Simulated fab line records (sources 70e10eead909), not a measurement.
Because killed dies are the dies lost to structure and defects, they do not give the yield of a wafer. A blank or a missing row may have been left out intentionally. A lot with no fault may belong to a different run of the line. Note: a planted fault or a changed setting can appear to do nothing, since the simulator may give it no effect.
Matching of chambers ; flow nand_harc ; cmp-02 running NHARC_P_STI_CMP_21: 4 sister chambers
The step polishes, t overpolish 20 s, target thk 380.67 nm. 8 wafers are shown with their chamber, then 9 later ones without.

## WAFERS PAIRED WITH THEIR CHAMBERS
wafer;chamber;motor_current_A (A);overpolish_run_s (s)
L081.3;0;10.9;19.997
L084.6;0;11.7;19.986
L086.1;2;13.9;20.003
L086.2;1;12.9;19.999
L086.4;3;10.2;19.978
L087.1;2;14.0;20.011
L087.2;3;10.3;20.008
L087.4;1;12.7;19.997

## WAFERS WITH NO CHAMBER GIVEN
wafer;motor_current_A (A);overpolish_run_s (s)
L087.3;11.6;19.994
L087.5;10.8;20.000
L087.6;11.3;19.993
L089.1;13.3;19.997
L089.3;13.7;20.011
L089.5;14.0;20.011
L097.2;10.6;20.005
L097.3;12.5;20.002
L097.5;12.9;19.997

## WHICH CHAMBER EACH WENT THROUGH
wafer;from the rows above;in truth
L087.3;0;0
L087.5;can't be placed: 0 or 3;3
L087.6;0;0
L089.1;can't be placed: 1 or 2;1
L089.3;2;2
L089.5;2;2
L097.2;can't be placed: 3 or 0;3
L097.3;1;1
L097.5;1;1
Correctly placed: 6 of 9. Cannot be placed on the basis of these rows: 3; the candidates contain the true chamber in 3. Wrongly placed: 0.
How it was worked out, from the rows above alone: a wafer's distance from a chamber is the root of the sum, over the readings, of the square of ((its reading less the chamber's mean) divided by the reading's scatter). The wafer belongs to the nearest chamber; if the next one is less than 2 further off, it can't be placed. A chamber's mean is the mean of its shown wafers. The scatter: take each reading less its chamber's mean, square it, sum over the shown wafers, divide by the number of wafers less the number of chambers, and take the root.
